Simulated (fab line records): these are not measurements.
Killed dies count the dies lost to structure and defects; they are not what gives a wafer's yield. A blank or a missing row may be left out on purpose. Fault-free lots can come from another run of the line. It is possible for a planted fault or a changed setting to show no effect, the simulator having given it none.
Struck lot and sound lot, side by side ; flow n5-finfet ; 16 out of 1938 route steps
Sound: wafers L773.1, L773.4, L773.6. Struck: wafer L766.4 (left out: L766.2, L766.5 of the same lot, which were not struck); the cause appears at the end.
At each step with rows: each side's tool, then ch and its chambers, then its first start. Under that, the readings that differ: sound wafers ; struck wafers ; difference of the means ; sigmas: that difference in standard deviations of wafers without a fault.
alike: a reading whose means differ by less than 2 such deviations, as well as words and numbers matching on both sides. not compared: withheld readings; readings where some wafer has no value; bounds like >300 that might hide an equal value; numbers whose values overlap and for which the record gives no deviation.
Wherever a step has rows on one side only, a row that says differs or no value, or a row with sigmas, the two part there. Non-overlapping numbers with no deviation appear without sigmas and do not part them. A reading missing from all wafers of one side parts the sides only when that side holds two or more wafers.

N5_FIN_SAQP_HM_OPEN_73: chemistry CHF3/O2, target SiO2, stops on a-Si, target depth 12 nm, time 16.8 s.
  sound on rie-diel-03 ch 0,3, day 5 17:20; struck on rie-diel-06 ch 1, day 3 21:59
reading;sound;struck;difference;sigmas
oes_o_777_au (a.u.);0.67 0.73 0.67;0.84;+0.15;+2
  alike: chamber-pressure-mTorr, drypump-motor-current-A, oes-product-au, rf-vpp-V, showerhead-plenum-p-Torr, throttle-valve-pct
  not compared: rf-hours-counter-h
then, 1 step without rows for these wafers: N5_FIN_SAQP_STRIP_74 (strips in CHF3/O2).
N5_FIN_SAQP_MANDREL_ETCH_22: etches a-Si in HBr/Cl2, stops on SiNx, target depth 60 nm, bt time 10 s, time 30 s.
  sound on rie-si-01 ch 2,3, day 5 17:26; struck on rie-si-02 ch 0, day 3 22:05
  alike: HBr_flow_sccm, chamber-pressure-mTorr, drypump-motor-current-A, oes-product-au, throttle-valve-pct
  not compared: rf-hours-counter-h
N5_FIN_SAQP_STRIP_55: strips in N2/H2.
  sound on rie-diel-01 ch 0,1, day 5 17:32; struck on rie-diel-06 ch 1, day 3 22:18
  alike: chamber-pressure-mTorr, drypump-motor-current-A, oes-product-au, rf-vpp-V, showerhead-plenum-p-Torr, throttle-valve-pct
  not compared: rf-hours-counter-h
then, 4 steps without rows for these wafers: N5_FIN_SAQP_STRIP_23 (strips in SPM, time 750 s); N5_FIN_SAQP_SRD_66 (time 30 s); N5_FIN_SAQP_RECESS_75 (chemistry HF/NH3, target SiO2, target depth 14.4 nm, afs cycles 3, sublimation time 60 s); N5_FIN_SAQP_SPACER1_ALD_24 (deposits SiO2, target thk 20.3 nm, pulse time 1 s, purge time 2 s).
N5_FIN_SAQP_SPACER1_ETCHBACK_25: etches SiO2 in CHF3/O2, target depth 24.4 nm, time 12.2 s.
  sound on rie-diel-06 ch 2,3, day 5 19:01; struck on rie-diel-03 ch 3, day 3 23:43
reading;sound;struck;difference;sigmas
oes_o_777_au (a.u.);0.83 0.83 0.84;0.68;-0.15;-2
oes-product-au (a.u.);0.85 0.82 0.83;0.69;-0.14;-2
  alike: chamber-pressure-mTorr, drypump-motor-current-A, rf-vpp-V, showerhead-plenum-p-Torr, throttle-valve-pct
  not compared: rf-hours-counter-h
then, 1 step without rows for these wafers: N5_FIN_SAQP_MANDREL1_REMOVE_56 (chemistry HBr/Cl2/O2, target a-Si, stops on SiNx, bt time 10 s).
N5_FIN_SAQP_CD_MEAS_27: the cd target is 20 nm.
  sound on cd-sem-01 ch 0, day 5 19:13; struck on cd-sem-01 ch 0, day 3 23:55
  alike: cd-nm
then, 1 step without rows for these wafers: N5_FIN_SAQP_ETCH_57 (etches SiNx in CH3F/O2, target depth 32.5 nm, time 46.4 s).
N5_FIN_SAQP_ETCH_65: etches SiO2 in CF4, target depth 4 nm, time 4.4 s.
  sound on rie-si-03 ch 0,2,3, day 5 19:23; struck on rie-si-01 ch 3, day 4 00:06
reading;sound;struck;difference;sigmas
oes-product-au (a.u.);0.971 1.028 1.013;1.285;+0.281;+13
model.etch.depth-nm (nm);3.879 3.965 3.985;5.714;+1.771;
  alike: cf4-flow-sccm, chamber-pressure-mTorr, drypump-motor-current-A, throttle-valve-pct
  not compared: rf-hours-counter-h
N5_FIN_SAQP_MANDREL_ETCH_58: etches a-Si in HBr/Cl2, stops on SiNx, target depth 45 nm, bt time 10 s, time 27 s.
  sound on rie-si-03 ch 0,2,3, day 5 19:25; struck on rie-si-01 ch 3, day 4 00:08
  alike: HBr_flow_sccm, chamber-pressure-mTorr, drypump-motor-current-A, oes-product-au, throttle-valve-pct
  not compared: rf-hours-counter-h
-- the record jumps here: 6 days lie between the struck wafers' starts before and after (it left off in module FIN_SAQP and takes up again in module BEOL_M4, whose first step shown is number 1111 of the route) --
N5_BEOL_M4_RC_MEAS_101:
  sound on prober-02 ch 0, day 11 16:30; struck on prober-02 ch 0, day 9 15:44
  alike: DIBL_N, DIBL_P, IOFF_N, IOFF_P, ION_N, ION_P, SS_N, SS_P, VT_N, VT_P
-- here the record skips 5 days between the struck wafers' starts before and after, leaving off in module BEOL_M4 and picking up in module PASSIVATION (first step shown: number 1936 of the route) --
N5_PASSIVATION_PROBE_49:
  sound on prober-01 at day 16 05:10; struck on prober-01 at day 14 04:11
reading;sound;struck;difference;sigmas
defect-limited-yield (%);87.3 91.2 90.6;92.8;+3.1;+2
killed_at_M0_to_M3;56 42 34;20;-24;-3
killed-dies;150 104 111;85;-37;-2
killed-short;53 45 54;32;-19;-2
sort-n-pass;1030 1076 1069;1095;+37;+2
sort-yield-pct (%);87.3 91.2 90.6;92.8;+3.1;+2
  alike: killed_at_M4_up, killed-at-contacts, killed-at-front-end, killed-at-other, killed-open, sort_bin_4_leakage, sort_bin_5_function, sort_bin_6_memory

## WHERE THEY PART
Earliest at N5_FIN_SAQP_HM_OPEN_73; latest, in this record, at N5_PASSIVATION_PROBE_49.

WHY: the cause the simulator had injected
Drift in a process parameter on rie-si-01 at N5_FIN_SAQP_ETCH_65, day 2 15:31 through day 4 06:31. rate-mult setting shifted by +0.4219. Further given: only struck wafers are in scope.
